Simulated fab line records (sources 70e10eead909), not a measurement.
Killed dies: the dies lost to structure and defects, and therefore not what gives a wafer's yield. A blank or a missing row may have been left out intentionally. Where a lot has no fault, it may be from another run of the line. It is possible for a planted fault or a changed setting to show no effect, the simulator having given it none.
Which tool is to blame?    flow nand_harc    12 lots with 35 wafers sampled at 5 steps, on a route of 1159 steps

## WHAT THE GAUGES SHOWED, per wafer
NHARC_END_SORT_01. Usual: killed_at_array 27, standard deviation 12; killed_at_other 0.9, standard deviation 1.1; killed_at_periphery 3.2, standard deviation 2.4; killed_dies 31, standard deviation 12; killed_open 3.3, standard deviation 1.7; killed_short 2.0, standard deviation 1.6.
lot   measured      on         killed_at_array  killed_at_other  killed_at_periphery  killed_dies  killed_open  killed_short  flag
L372  day 24 19:25  prober-01  672 670          1 1              4 6                  677 677      2 6          1 1           OFF
L373  day 24 19:15  prober-02  671 674 41       1 1 4            5 2 9                677 677 54   6 1 7        6 1 3         OFF
L374  day 25 04:38  prober-02  676 41 47        0 1 3            1 5 4                677 47 54    1 5 5        4 2 2         OFF

## TOOL THAT RAN EACH LOT (tool first, then ch and the chambers of the sampled wafers, then the start)
lot   NHARC_A_SLIT_ETCH_29                NHARC_A_SLIT_STRIP_18                          NHARC_A_WL_FILL_ETCHBACK_04        NHARC_A_WL_FILL_ETCHBACK_16
L363  rie_diel-10 ch 0,2,3, day 14 14:01  rie_diel-10 ch 0,2, day 15 03:44 or earlier    rie_metal-03 ch 0,1, day 15 03:44  rie_diel-02 ch 0,2,3, no start
L367  rie_diel-10 ch 0,1,3, day 15 06:13  rie_diel-10 ch 1,2,3, day 15 23:05 or earlier  rie_metal-01 ch 0, day 15 23:05    rie_diel-09 ch 1,2, no start
L368  rie_diel-10 ch 0,2,3, day 15 09:27  rie_diel-10 ch 0,1,3, day 16 01:50 or earlier  rie_metal-03 ch 0,1, day 16 01:50  rie_diel-09 ch 0,2,3, no start
L371  rie_diel-05 ch 1,2,3, day 16 12:22  rie_diel-05 ch 0,1,3, day 17 05:32 or earlier  rie_metal-03 ch 0,1, day 17 05:32  rie_diel-02 ch 2,3, no start
L372  rie_diel-06 ch 2,3, day 17 01:43    rie_diel-06 ch 1,3, day 17 18:14 or earlier    rie_metal-03 ch 0,1, day 17 18:14  rie_diel-03 ch 1,2, day 24 19:25 or earlier
L373  rie_diel-10 ch 0,1,2, day 17 02:15  rie_diel-10 ch 0,3, day 17 15:25 or earlier    rie_metal-03 ch 0,1, day 17 15:25  rie_diel-03 ch 0,1,3, day 24 19:15 or earlier
L374  rie_diel-06 ch 1,2, day 17 14:12    rie_diel-06 ch 0,2,3, day 18 07:41 or earlier  rie_metal-03 ch 0,1, day 18 07:41  rie_diel-03 ch 0,2,3, day 25 04:38 or earlier
L380  rie_diel-05 ch 0,2,3, day 18 17:14  rie_diel-05 ch 0,1,3, day 19 07:59 or earlier  rie_metal-02 ch 0,1, day 19 07:59  rie_diel-03 ch 1,3, no start
L384  rie_diel-10 ch 0,1,2, day 19 14:58  rie_diel-10 ch 0,1,2, day 20 03:41 or earlier  rie_metal-02 ch 0,1, day 20 03:41  rie_diel-09 ch 0,1,2, no start
L382  rie_diel-10 ch 1,2,3, day 20 05:32  rie_diel-10 ch 1,2, day 20 22:32 or earlier    rie_metal-03 ch 0,1, day 20 22:32  rie_diel-02 ch 0,1,3, no start
L385  rie_diel-10 ch 0,1, day 20 09:57    rie_diel-10 ch 0,1,3, day 20 22:49 or earlier  rie_metal-01 ch 0,1, day 20 22:49  rie_diel-02 ch 0,1,3, no start
L386  rie_diel-05 ch 0,1,2, day 21 00:27  rie_diel-05 ch 0,1,2, day 21 14:12 or earlier  rie_metal-02 ch 0,1, day 21 14:12  rie_diel-09 ch 1,2,3, no start
- NHARC_A_SLIT_ETCH_29: etches the open film in CF4/O2, target depth 100 nm, overetch 10 nm, time 55 s.
- NHARC_A_SLIT_STRIP_18: strips in O2.
- NHARC_A_WL_FILL_ETCHBACK_04: etches the open film in NF3, target depth 60 nm, time 120 s.
- NHARC_A_WL_FILL_ETCHBACK_16: etches the open film in C4F8/O2/Ar, target depth 88 nm, time 17.6 s.

## AS READ BY THE TOOLS THEMSELVES (means over the sampled wafers that have a number; for cases with no such wafer, the mark the record gives instead)
NHARC_A_SLIT_ETCH_29. Usual: drypump_motor_current_A 5.8 A, standard deviation 0.36; oes_f_703_au 1.000 a.u., standard deviation 0.0046; oes_product_au 1.000 a.u., standard deviation 0.015; rf_vpp_V 197.4 V, standard deviation 1.5; showerhead_plenum_p_Torr 1.32 Torr, standard deviation 0.064; throttle_valve_pct 13.397 %, standard deviation 0.01.
lot   tool         drypump_motor_current_A (A)  oes_f_703_au (a.u.)  oes_product_au (a.u.)  rf_vpp_V (V)  showerhead_plenum_p_Torr (Torr)  throttle_valve_pct (%)  flag
L363  rie_diel-10  5.9                          0.997                1.006                  197.9         1.32                             13.403                  
L367  rie_diel-10  5.8                          0.997                1.020                  197.9         1.33                             13.404                  
L368  rie_diel-10  5.9                          1.001                1.002                  197.1         1.32                             13.399                  
L371  rie_diel-05  5.9                          0.994                1.007                  199.6         1.39                             13.398                  
L372  rie_diel-06  5.8                          0.995                0.998                  196.5         1.29                             13.387                  
L373  rie_diel-10  5.9                          1.000                0.983                  196.5         1.28                             13.386                  
L374  rie_diel-06  5.7                          1.006                0.999                  197.6         1.31                             13.384                  
L380  rie_diel-05  5.6                          1.000                1.006                  198.0         1.34                             13.405                  
L384  rie_diel-10  5.9                          0.998                0.991                  195.9         1.28                             13.411                  
L382  rie_diel-10  5.7                          0.998                0.996                  197.6         1.34                             13.397                  
L385  rie_diel-10  5.8                          1.000                0.986                  196.5         1.29                             13.398                  
L386  rie_diel-05  6.0                          1.002                1.011                  197.8         1.35                             13.398                  

NHARC_A_SLIT_STRIP_18. Usual: drypump_motor_current_A 5.9 A, standard deviation 0.34; oes_product_au 0.999 a.u., standard deviation 0.014; rf_vpp_V 57.7 V, standard deviation 0.88; showerhead_plenum_p_Torr 3.49 Torr, standard deviation 0.17; throttle_valve_pct 17.038 %, standard deviation 0.0091.
lot   tool         drypump_motor_current_A (A)  oes_product_au (a.u.)  rf_vpp_V (V)  showerhead_plenum_p_Torr (Torr)  throttle_valve_pct (%)  flag
L363  rie_diel-10  6.0                          0.994                  58.3          3.37                             17.038                  
L367  rie_diel-10  5.7                          1.002                  58.6          3.54                             17.040                  
L368  rie_diel-10  5.8                          1.006                  57.7          3.52                             17.040                  
L371  rie_diel-05  5.6                          1.011                  57.9          3.58                             17.043                  
L372  rie_diel-06  6.0                          1.002                  57.8          3.30                             17.037                  
L373  rie_diel-10  5.7                          0.993                  57.1          3.62                             17.046                  
L374  rie_diel-06  6.0                          0.999                  57.9          3.47                             17.037                  
L380  rie_diel-05  5.6                          1.013                  57.5          3.57                             17.030                  
L384  rie_diel-10  5.9                          0.986                  56.9          3.39                             17.036                  
L382  rie_diel-10  5.9                          0.993                  57.6          3.41                             17.036                  
L385  rie_diel-10  5.8                          0.993                  57.1          3.52                             17.032                  
L386  rie_diel-05  6.1                          1.009                  58.1          3.56                             17.029                  

NHARC_A_WL_FILL_ETCHBACK_04. Usual: drypump_motor_current_A 5.3 A, standard deviation 0.33; oes_product_au 0.999 a.u., standard deviation 0.01; run_length_s 141.1 s, standard deviation 0.45.
lot   tool          drypump_motor_current_A (A)  oes_product_au (a.u.)  run_length_s (s)  flag
L363  rie_metal-03  5.1                          0.996                  141.1             
L367  rie_metal-01  5.0                          0.998                  141.4             
L368  rie_metal-03  5.1                          0.989                  140.8             
L371  rie_metal-03  5.1                          1.003                  141.2             
L372  rie_metal-03  5.2                          1.001                  91.4              OFF
L373  rie_metal-03  5.1                          0.999                  107.8             OFF
L374  rie_metal-03  5.1                          0.991                  124.5             OFF
L380  rie_metal-02  5.7                          1.001                  141.1             
L384  rie_metal-02  5.7                          1.005                  141.3             
L382  rie_metal-03  5.3                          0.995                  140.9             
L385  rie_metal-01  5.0                          0.993                  141.5             
L386  rie_metal-02  5.6                          1.002                  140.8             

NHARC_A_WL_FILL_ETCHBACK_16. Usual: oes_product_au 0.982 a.u., standard deviation 0.029; rf_vpp_V 724 V, standard deviation 4; run_length_s 38.9 s, standard deviation 0.47.
lot   tool         oes_product_au (a.u.)  rf_vpp_V (V)  run_length_s (s)  flag
L363  rie_diel-02  0.984                  722           38.7              
L367  rie_diel-09  0.972                  728           38.6              
L368  rie_diel-09  0.988                  728           38.9              
L371  rie_diel-02  0.977                  720           38.5              
L372  rie_diel-03  1.019                  723           39.0              
L373  rie_diel-03  1.006                  726           39.1              
L374  rie_diel-03  0.935                  722           38.7              
L380  rie_diel-03  1.008                  725           39.3              
L384  rie_diel-09  0.983                  727           38.9              
L382  rie_diel-02  0.961                  722           39.2              
L385  rie_diel-02  0.978                  720           38.9              
L386  rie_diel-09  0.992                  728           38.9              

## THE ANSWER, worked out from the rows above alone
Rule: take the mean of a lot's wafers that have a number; if it is more than 3 standard deviations from the usual mean, the lot is off. A lot without any number at a reading at which 4 lots or more have one is off too. Any other lot the step has rows for is counted as sound. Order of review: gauges by route order, followed by the tools' own readings, for which a lot's mean as printed above is used. At the first step where some lot is off, the reading lying furthest off is the one used; lots without a number count as furthest.
Off, at NHARC_END_SORT_01 on killed_dies: L372, L373, L374. Neither off nor sound, because the step has no rows for them: L363, L367, L368, L371, L380, L384, L382, L385, L386.
A tool fits if, at a process step before that reading, it ran every lot that is off, and no sound lot after the first of them. The gauges at NHARC_END_SORT_01 aren't tried: what is off there is off at NHARC_A_WL_FILL_ETCHBACK_04 too, on other tools, and a gauge's error can't cause that. NHARC_A_SLIT_STRIP_18 gives no start for some lots, so the hours and the order of its lots are those of NHARC_A_WL_FILL_ETCHBACK_04. NHARC_A_WL_FILL_ETCHBACK_16 gives no start for some lots, so the hours and the order of its lots are those of NHARC_END_SORT_01. This does not decide it: 2 tools fit, namely rie_metal-03 at NHARC_A_WL_FILL_ETCHBACK_04 and rie_diel-03 at NHARC_A_WL_FILL_ETCHBACK_16.

## WHAT THE SIMULATOR HAD INSERTED
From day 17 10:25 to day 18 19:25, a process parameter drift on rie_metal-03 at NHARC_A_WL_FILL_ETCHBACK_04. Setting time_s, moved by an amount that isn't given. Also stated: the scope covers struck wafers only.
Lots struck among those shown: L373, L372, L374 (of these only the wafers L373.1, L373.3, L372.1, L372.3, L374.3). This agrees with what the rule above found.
